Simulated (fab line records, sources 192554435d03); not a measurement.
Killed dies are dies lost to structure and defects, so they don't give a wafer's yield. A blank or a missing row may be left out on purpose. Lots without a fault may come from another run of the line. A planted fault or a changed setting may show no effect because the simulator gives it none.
fab line records | flow n5_finfet
record lots=3 wafers=9 last_day=19
route steps=1938 shown BEOL_M6@1248 BEOL_M7@1263 PASSIVATION@1936
lots that met no fault: from a run of the same line without faults
start_h: hours from the record's first day to the start of the lot's first wafer shown | wait_h: hours since the lot's step before | " the same as in the row above | L1.1+2: a row that stands for several wafers | - no value, or no start given | * or withheld: withheld | < > ~ a bound
route shown NAME@n: a module of which the file shows steps, and the number in the route of the first | usual: mean/standard deviation of fault-free wafers | same: alike in all rows | chamber/n: place in a boat | sites: the reading at each site | _std_site: their standard deviation | _edge_site: outer sites' mean less inner sites' | radius_mm: how far each site lies from the wafer's centre | mask NAME#n: copy n | behind: the tool/chamber that last shaped the wafer | hold: why the lot was held/for how many hours/how that ended | device: the transistor (n, p or np) that didn't switch | end of line: the same wafers' tests at the end of the route | a step without rows: its recipe alone | killed: dies lost to structure and defects at the first sort, not the wafer's yield | map: a wafer's dies, x killed, . not, _ none there
set.NAME: the setting as run; set.NAME@STEP: as run at that earlier step | model.NAME: the simulator's own value behind a step, which no gauge read
lots at some steps of the route; a table a step, a row a wafer
services: from which hour (start_h, from the record's first day; less than 0 if before it) a tool's chamber was out of use, for how many hours, and why
## steps
# step N5_BEOL_M6_CURE_75
# recipe temp_c=370 time_s=120 ambient=DMADMS/He material=SiCOH_lowk
# step N5_BEOL_M6_DEGAS_44
# recipe ambient=vacuum temp_c=250 time_s=60
# step N5_BEOL_M6_PRE_CLEAN_45
# recipe gas=H2/He time_s=30 temp_c=250
# step N5_BEOL_M6_ALD_77
# recipe material=TaN target_thk_a=20 temp_c=275 ald_precursor_family=PDMAT ald_co_reactant=NH3 pressure_torr=3 carrier_flow_sccm=1500 pulse_time_s=2 purge_time_s=3 co_reactant_purge_time_s=2 co_reactant_pulse_time_s=3 ald_cycles=40 precursor_vessel_temp_c=75 precursor_vessel_pressure_torr=26.25 precursor_vessel_carrier_sccm=1000
# step N5_BEOL_M6_SURFACE_TREAT_79
# recipe gas=Ar time_s=* ion_energy_ev=* ion_current_ma_cm2=0.5 pressure_mtorr=* ar_flow_sccm=30
# step N5_BEOL_M6_CVD_78
# recipe material=Co target_thk_a=20 temp_c=withheld precursor=CCTBA/H2 pressure_torr=30 time_s=142.3
# step N5_BEOL_M6_SPUTTER_48
# recipe material=Cu target_thk_a=100 temp_c=-20 bias_v=60 power_w=26000 chamber_pressure_pa=0.13 time_s=1.667
# step N5_BEOL_M6_ECD_50
# recipe material=Cu target_thk_a=3000
# step N5_BEOL_M6_ANNEAL_51
# recipe temp_c=225 time_s=90 ambient=N2
# step N5_BEOL_M6_CMP_52
# recipe stop_on=SiCOH_lowk t_overpolish_s=6.9 down_force_psi=1 platen_rpm=50 clearing_platen_down_force_psi=1.5 clearing_platen_rpm=50 post_cmp_clean=cu_alkaline target_thk_nm=80 clearing_platen_pad_velocity_m_s=0.99484 pad_velocity_m_s=0.99484
# step N5_BEOL_M6_PRE_CLEAN_55
# recipe gas=NH3 time_s=15 temp_c=withheld rf_power_w=300
# step N5_BEOL_M6_DEP_56
# recipe material=SiCN target_thk_a=100 temp_c=withheld precursor=3MS/NH3 pressure_torr=3 rf_w=202 time_s=17.5
# usual chamber_pressure_Torr=3.000/0.0069 showerhead_plenum_p_Torr=3.667/0.016 throttle_valve_pct=9.3/0.5
# columns lot.wafer tool chamber start_h wait_h chamber_pressure_Torr showerhead_plenum_p_Torr throttle_valve_pct
L975.3 pecvd-03 1 215.04 0.0 2.992 3.670 9.1
L975.4 " 0 " " 3.001 3.659 9.3
L975.5 " 1 " " 2.994 3.665 9.1
L988.1 pecvd-03 1 359.20 0.0 2.997 3.674 9.0
L988.4 " 2 " " 2.997 3.669 8.7
L988.5 " 1 " " 2.992 3.668 9.2
L996.1 pecvd-02 0 371.33 0.0 3.003 3.640 9.1
L996.3 " 2 " " 3.002 3.682 8.9
L996.4 " 0 " " 3.002 3.635 8.9
# step N5_BEOL_M6_INSPECT_58
# recipe inspect_instrument=darkfield mode=post_dep
# usual raw_defect_count=71/25
# columns lot.wafer tool chamber start_h wait_h raw_defect_count
L975.3 defect_inspect-01 - 215.14 0.0 76
L975.4 " - " " 71
L975.5 " - " " 69
L988.1 defect_inspect-02 - 359.29 0.0 609
L988.4 " - " " 84
L988.5 " - " " 602
L996.1 defect_inspect-02 - 371.42 0.0 47
L996.3 " - " " 65
L996.4 " - " " 65
# step N5_BEOL_M7_ILD_DEP_00
# recipe material=SiCOH_lowk target_thk_a=1797.5 temp_c=300 precursor=DEMS/porogen pressure_torr=5 rf_w=500 time_s=33.4
# step N5_BEOL_M7_CURE_74
# recipe temp_c=385 time_s=240 ambient=He/Ar material=SiCOH_lowk
# step N5_BEOL_M7_PECVD_70
# recipe material=SiO2 target_thk_a=200 temp_c=400 precursor=TEOS/O2 pressure_torr=5.5 rf_w=450 teos_flow_sccm=53.8 gas=O2 flow_sccm=3000 time_s=22.7
# step N5_BEOL_M7_HM_DEP_02
# recipe material=TiN target_thk_a=200 temp_c=25 chamber_pressure_pa=0.49996
# step N5_BEOL_M7_COAT_59
# recipe resist=SOC temp_c=250 time_s=60 spin_rpm=1500 resist_thk_nm=100
# step N5_BEOL_M7_COAT_60
# recipe resist=SiARC temp_c=220 time_s=60 spin_rpm=1500 resist_thk_nm=35
# step N5_BEOL_M7_COAT_05
# recipe resist=CAR-ArF spin_rpm=1500 resist_thk_nm=90
# step N5_BEOL_M7_EBR_07
# recipe solvent=PGMEA ebr_width_mm=1.5
# step N5_BEOL_M7_SOFTBAKE_06
# recipe temp_c=110 time_s=60 resist=CAR-ArF
# step N5_BEOL_M7_EXPOSE_08
# recipe mask_id=M7 na=1.35 source_shape=dipole sigma_inner=0.817 sigma_outer=0.97 polarization=te dose_mj=68.25
# step N5_BEOL_M7_PEB_09
# recipe peb_temp_c=withheld peb_time_s=60 resist=CAR-ArF
# step N5_BEOL_M7_DEVELOP_10
# recipe develop_time_s=30 developer=TMAH resist=CAR-ArF rinse_liquid=diw dry=air_spin dev_temp_c=23
# step N5_BEOL_M7_INSPECT_13
# recipe mode=adi inspect_instrument=brightfield
# usual raw_defect_count=400/92
# columns lot.wafer tool chamber start_h wait_h raw_defect_count
L975.3 defect_inspect-02 - 217.26 0.0 365
L975.4 " - " " 514
L975.5 " - " " 295
L988.1 defect_inspect-02 - 361.62 0.0 904
L988.4 " - " " 389
L988.5 " - " " 1005
L996.1 defect_inspect-02 - 375.26 0.0 357
L996.3 " - " " 402
L996.4 " - " " 531
# step N5_BEOL_M7_DESCUM_16
# recipe chemistry=O2 time_s=7.9 source_power_w=50 bias_power_w=20 pressure_mtorr=20 rf_frequency_hz=2.712e+07 temp_c=40 resist=CAR-ArF o2_flow_sccm=225
# step N5_BEOL_M7_ETCH_61
# recipe chemistry=CF4 target=SiARC target_depth_a=455 mask_material=CAR-ArF time_s=75.8 ion_energy_ev=80 pressure_mtorr=40 source_w=545 bias_w=36 Ar_flow_sccm=100 cf4_flow_sccm=100 ends=cleared
# step N5_BEOL_M7_ETCH_62
# recipe chemistry=N2/H2 target=SOC target_depth_a=1100 overetch_a=220 mask_material=SiARC temp_c=40 time_s=165 ion_energy_ev=200 pressure_mtorr=30 source_w=840 bias_w=150 n2_flow_sccm=200 h2_flow_sccm=200
# step N5_BEOL_M7_STRIP_68
# recipe chemistry=N2/H2 temp_c=40 n2_flow_sccm=200 h2_flow_sccm=200 rf_frequency_hz=6e+07
# step N5_BEOL_M7_STRIP_67
# recipe chemistry=CF4 resist=SiARC power_w=300 bias_power_w=75 pressure_mtorr=50 cf4_flow_sccm=150 rf_frequency_hz=6e+07
# step N5_BEOL_M7_HM_OPEN_17
# recipe chemistry=Cl2/BCl3 target_depth_a=200 overetch_a=60 target=TiN mask_material=SOC ion_energy_ev=150 pressure_mtorr=10 icp_w=1000 bias_w=126 Cl2_flow_sccm=53.25 bcl3_flow_sccm=21.75 Ar_flow_sccm=25
# step N5_BEOL_M7_STRIP_19
# recipe chemistry=O2 power_w=400 temp_c=40 pressure_mtorr=30 rf_frequency_hz=6e+07 bias_power_w=0 overash_fraction=0.2 o2_flow_sccm=225
# step N5_BEOL_M7_COAT_63
# recipe resist=SOC temp_c=250 time_s=60 spin_rpm=1500 resist_thk_nm=60
# step N5_BEOL_M7_COAT_64
# recipe resist=SiARC temp_c=220 time_s=60 spin_rpm=1500 resist_thk_nm=12
# step N5_BEOL_M7_COAT_71
# recipe resist=underlayer temp_c=205 time_s=60 spin_rpm=1500 resist_thk_nm=5
# step N5_BEOL_M7_INSPECT_30
# recipe mode=adi inspect_instrument=brightfield
# usual raw_defect_count=404/97
# columns lot.wafer tool chamber start_h wait_h raw_defect_count
L975.3 defect_inspect-02 - 220.94 0.0 380
L975.4 " - " " 507
L975.5 " - " " 298
L988.1 defect_inspect-02 - 364.26 0.1 941
L988.4 " - " " 371
L988.5 " - " " 974
L996.1 defect_inspect-02 - 377.92 0.1 373
L996.3 " - " " 410
L996.4 " - " " 510
# step N5_PASSIVATION_PROBE_49
# usual defect_limited_yield=90.9/1.4 killed_at_M0_to_M3=38/11 killed_at_M4_up=13/5.9 killed_at_contacts=14/6.4 killed_at_front_end=38/11 killed_at_other=3.3/2.5 killed_dies=107/16 killed_on_rim=14/3.6 killed_open=70/12 killed_short=35/7.7 sort_bin_5_function=5.3/0.94 sort_bin_6_memory=3.5/0.7 sort_n_pass=1073/16 sort_yield_pct=90.9/1.4
# same gross_dies=1180 killed_at_back_side=0 sort_bin_4_leakage[%]=0 sort_bin_8_speed[%]=0
# columns lot.wafer tool chamber start_h wait_h defect_limited_yield[%] killed_at_M0_to_M3 killed_at_M4_up killed_at_contacts killed_at_front_end killed_at_other killed_dies killed_on_rim killed_open killed_short sort_bin_5_function[%] sort_bin_6_memory[%] sort_n_pass sort_yield_pct[%]
L988.1 prober-02 - 449.81 0.0 82.8 49 100 15 37 2 203 30 78 43 10.4 4.7 977 82.8
L988.5 prober-02 - 450.01 0.2 84.5 38 87 21 37 0 183 30 80 31 9.4 4.7 997 84.5
# killed by level:class
L988.1 BEOL_M6:unspecified=81 BEOL_M2:geometric_particle:open=22 MOL_CONTACT_COAG:geometric_particle:open=11 STI_FIN_REVEAL:geometric_particle:open=11 BEOL_M0_SAQP:geometric_particle:short=9 FIN_SAQP:geometric_particle:short=7 BEOL_M0_SAQP:geometric_particle:open=7 BEOL_M8:geometric_particle:open=5
L988.5 BEOL_M6:unspecified=72 FIN_SAQP:geometric_particle:open=18 MOL_CONTACT_COAG:geometric_particle:open=17 BEOL_M2:geometric_particle:open=15 BEOL_M0_SAQP:geometric_particle:short=9 FIN_SAQP:geometric_particle:short=5 MOL_CONTACT_COAG:geometric_particle:short=4 BEOL_M0_SAQP:geometric_particle:open=4
# map L988.1 (x killed, . not)
_________________..xxxxxxxxxx________________
______________....x.xxxxxxxxxxxx_____________
___________......x.xxxxxxxxxxxxxx..__________
__________..........xxxxxxxxxxxxxx.._________
________...x....x...xxxxxxxxxxxx......_______
_______.....x.....x....xxxxxxxx...x.x..______
______..x..x..........xxxx..x..x........_____
_____.........x.....x...xxxx.............____
____...........x.................x.....x..___
___...x..x.x...x....................x.x.x.x__
___..........x........x....x........x......__
__.....x........................x..x........_
__........x.x....x..x..x.................xx._
_.........x...................x......x.......
_x...x...x.x..........x...................x..
_.........x..x....x...x......................
_...x.........x........x.........x..........x
_.x...............xxx.......x............x...
_.x.............x..x.............x...........
_.....x.....................x.............x..
_.........x...........................xx....x
__.........x....x..............x......x....._
__...xx...x.x.............x.xxx.....x......._
___...x.......................x..x........x__
___........................................__
____............................x..x.x....___
_____.........x....xxx...................____
______.x........x............xx........._____
_______.x....x..........x............xx______
________.......................x......_______
__________......xx...xx......x.x...._________
___________..xxxx...x....x.........__________
______________...........x.x...._____________
_________________x........x.x________________
# map L975.3 (x killed, . not)
_________________......x.....________________
______________x................._____________
___________........x........x......__________
__________.x.x......................_________
________.x............x..x............_______
_______.....x...x...xxx......x.........______
______.....x..................x........._____
_____...........x.x.....x...........xx...____
____................x......x..x...........___
___...x.x.x......................x.x.......__
___....x...........x.......................__
__......................x....x.............._
__...x.........x..x.....x..................._
_............................................
_.....................................x......
_....x.......x.......x........x..............
_....x........xx.......x...x.x.............x.
_.......x...................x..x....x...x....
_..............x.x...x............x.......x..
_......x..x............x..x.....x........x...
_....x.......x.......x....x.......x..x..x....
__.....x..x....x...........................x_
__.......x..x.x..........x.x.......x.x......_
___x.............................x..xx.....__
___x......x...x.......x.x.......x.......x..__
____....x...x.............x..x............___
_____.......x.xx.........................____
______.............................xxx.._____
_______...x....x........x.x...x........______
________......x..................x...._______
__________........x.......x........._________
___________.....x...x..............__________
______________x.....x..........._____________
_________________........x.x.________________
## services
# columns tool chamber start_h hours kind
pecvd-03 2 202.38 - clean
pecvd-03 2 202.38 - consumable_replace:showerhead
pecvd-03 2 202.38 29.0 scheduled_down
pecvd-03 2 202.38 29.0 vent_cycle
pecvd-02 2 212.74 2.1 scheduled_down
pecvd-02 1 227.29 5.5 scheduled_down
pecvd-02 0 279.38 2.1 scheduled_down
pecvd-03 - 286.12 14.6 pm
pecvd-02 - 298.59 3.4 repair
pecvd-02 - 326.95 0.6 repair
pecvd-02 - 335.57 2.8 pm
## key
first_sign step=N5_BEOL_M6_INSPECT_58 reading=raw_defect_count direction=up sigmas=21 usual=71 struck=606
effect step=N5_BEOL_M7_INSPECT_13 reading=raw_defect_count direction=up sigmas=6 usual=400 struck=954
effect step=N5_BEOL_M7_INSPECT_30 reading=raw_defect_count direction=up sigmas=5.7 usual=404 struck=958
effect step=N5_PASSIVATION_PROBE_49 reading=killed_at_M4_up direction=up sigmas=14 usual=13 struck=94
more_kills_born_at N5_BEOL_M6_DEP_56@pecvd-03=153
met_at N5_BEOL_M6_DEP_56
struck_wafers L988.1,L988.5
onset_between 215.04 359.20
fault kind=chamber_particle_source tool=pecvd-03 chamber=1 onset_h=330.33 steps=N5_BEOL_M6_DEP_56 rate_per_visit_cm2=0.77677 end_h=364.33
